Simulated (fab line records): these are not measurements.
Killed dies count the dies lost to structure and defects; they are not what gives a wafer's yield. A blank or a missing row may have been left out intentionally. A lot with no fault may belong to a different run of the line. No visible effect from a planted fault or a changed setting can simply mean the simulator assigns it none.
Which of the tools did it? | flow nand harc | 24 lots with 72 wafers sampled at 2 steps, on a route of 1159 steps

== WHAT THE GAUGES READ, wafer by wafer ==
NHARC_P_M1_OVL_MEAS_10: pitch 260 nm. Usual: overlay x nm 0.3 nm, standard deviation 0.6; overlay y nm 0.1 nm, standard deviation 0.79.
lot  | measured     | on         | overlay x nm (nm) | overlay y nm (nm) | flag
L074 | day 6 02:50  | overlay-01 | -0.4 0.4 0.3      | -0.4 -0.3 -0.7    |
L076 | day 6 09:45  | overlay-02 | 0.9 0.8 0.4       | -0.6 -0.4 -0.5    |
L075 | day 6 13:26  | overlay-02 | -0.7 -0.5 -0.2    | -0.3 -0.1 -0.7    |
L077 | day 6 14:26  | overlay-01 | -0.3 -1.0 -0.7    | 1.3 1.3 1.1       |
L078 | day 7 04:22  | overlay-01 | 1.4 1.6 1.0       | 0.4 0.6 0.5       |
L079 | day 7 04:49  | overlay-02 | 0.3 0.9 0.5       | -1.7 -1.6 -1.3    |
L080 | day 7 06:05  | overlay-01 | 0.2 0.3 0.2       | -0.9 -1.0 -0.7    |
L081 | day 7 14:05  | overlay-02 | -0.5 0.1 -0.4     | 0.5 0.5 0.3       |
L082 | day 7 22:55  | overlay-01 | 0.4 0.2 1.0       | -1.1 -0.3 -0.7    |
L083 | day 8 05:05  | overlay-02 | 0.9 0.8 0.5       | -0.4 -1.0 -1.5    |
L085 | day 8 14:07  | overlay-01 | 0.8 0.8 1.2       | 0.8 0.4 0.6       |
L084 | day 8 14:28  | overlay-01 | -0.7 -0.3 -0.9    | 0.9 0.2 1.2       |
L086 | day 9 04:02  | overlay-02 | -0.2 0.1 -0.2     | -0.8 0.1 -0.7     |
L087 | day 9 04:59  | overlay-01 | 0.5 -0.5 -0.1     | 0.6 0.7 0.6       |
L088 | day 10 00:52 | overlay-01 | 0.5 1.3 1.1       | 0.9 0.4 1.6       |
L089 | day 10 02:45 | overlay-01 | 0.7 0.2 0.0       | -0.5 -0.2 -0.6    |
L091 | day 10 05:58 | overlay-02 | -0.1 -0.1 -0.4    | 0.1 -0.2 -0.1     |
L090 | day 10 06:53 | overlay-01 | 0.5 0.1 0.4       | 1.0 1.4 1.0       |
L092 | day 10 09:59 | overlay-01 | 1.0 1.0 1.3       | -0.6 -0.3 -0.2    |
L093 | day 10 12:25 | overlay-01 | 0.8 0.8 1.4       | -0.7 -0.8 0.0     |
L094 | day 10 23:46 | overlay-02 | 0.5 -0.1 0.2      | -0.5 0.0 0.1      |
L095 | day 11 10:46 | overlay-01 | -0.1 -0.2 0.4     | 0.4 0.0 -0.3      |
L096 | day 11 11:38 | overlay-02 | -0.5 -0.6 -0.1    | 0.7 1.1 1.1       |
L097 | day 11 16:39 | overlay-01 | -0.3 -0.2 -0.3    | 1.3 1.7 1.0       |

== WHICH TOOL RAN EACH LOT (tool, then ch and the chambers of the sampled wafers, then the start) ==
lot  | NHARC_P_M0_PRE_CLEAN_31
L074 | pecvd-02 ch 0,1,2, day 6 01:34
L076 | pecvd-02 ch 0,1,2, day 6 08:18
L075 | pecvd-03 ch 1,2, day 6 12:00
L077 | pecvd-02 ch 1,2, day 6 13:02
L078 | pecvd-01 ch 0,1, day 7 02:48
L079 | pecvd-02 ch 1,2, day 7 03:25
L080 | pecvd-03 ch 0,1,2, day 7 04:40
L081 | pecvd-03 ch 0,1,2, day 7 12:44
L082 | pecvd-03 ch 0,1, day 7 21:25
L083 | pecvd-02 ch 0,1, day 8 03:41
L085 | pecvd-01 ch 1,2, day 8 12:43
L084 | pecvd-02 ch 0,1,2, day 8 13:05
L086 | pecvd-03 ch 0,1,2, day 9 02:37
L087 | pecvd-02 ch 0,2, day 9 03:42
L088 | pecvd-02 ch 0,1,2, day 9 23:26
L089 | pecvd-03 ch 0,2, day 10 01:29
L091 | pecvd-03 ch 0,1, day 10 04:41
L090 | pecvd-03 ch 1,2, day 10 05:32
L092 | pecvd-02 ch 0,1, day 10 08:35
L093 | pecvd-02 ch 0,1, day 10 10:59
L094 | pecvd-02 ch 0,2, day 10 22:17
L095 | pecvd-03 ch 0,1, day 11 09:31
L096 | pecvd-03 ch 1,2, day 11 10:21
L097 | pecvd-01 ch 0,1,2, day 11 15:16
- NHARC_P_M0_PRE_CLEAN_31: time 12 s.

== WHAT THE TOOLS THEMSELVES READ (means of the sampled wafers that have a number; where no wafer has one, the mark that the record gives instead) ==
NHARC_P_M0_PRE_CLEAN_31. Usual: heater power w 644 W, standard deviation 62.
lot  | tool     | heater power w (W) | flag
L074 | pecvd-02 | 615                |
L076 | pecvd-02 | 629                |
L075 | pecvd-03 | 706                |
L077 | pecvd-02 | 684                |
L078 | pecvd-01 | 643                |
L079 | pecvd-02 | 654                |
L080 | pecvd-03 | 620                |
L081 | pecvd-03 | 659                |
L082 | pecvd-03 | 705                |
L083 | pecvd-02 | 626                |
L085 | pecvd-01 | 710                |
L084 | pecvd-02 | 639                |
L086 | pecvd-03 | 650                |
L087 | pecvd-02 | 677                |
L088 | pecvd-02 | 633                |
L089 | pecvd-03 | 565                |
L091 | pecvd-03 | 691                |
L090 | pecvd-03 | 636                |
L092 | pecvd-02 | 614                |
L093 | pecvd-02 | 570                |
L094 | pecvd-02 | 677                |
L095 | pecvd-03 | 667                |
L096 | pecvd-03 | 670                |
L097 | pecvd-01 | 660                |

== THE ANSWER, worked out from the rows above alone ==
Rule: lot off if the mean of its wafers having a number is beyond 3 standard deviations from the usual mean. Also off: a lot with no number at a reading for which 4 or more lots have one. All remaining lots with rows at the step are treated as sound. After the gauges, taken in route order, come the tools' own readings; for these a lot's mean is taken, as printed above. At the first step where some lot is off, the reading lying furthest off is the one used; lots without a number count as furthest.
None of the lots is off at any reading shown; this tells nothing.

== WHAT HAD BEEN PUT IN BY THE SIMULATOR ==
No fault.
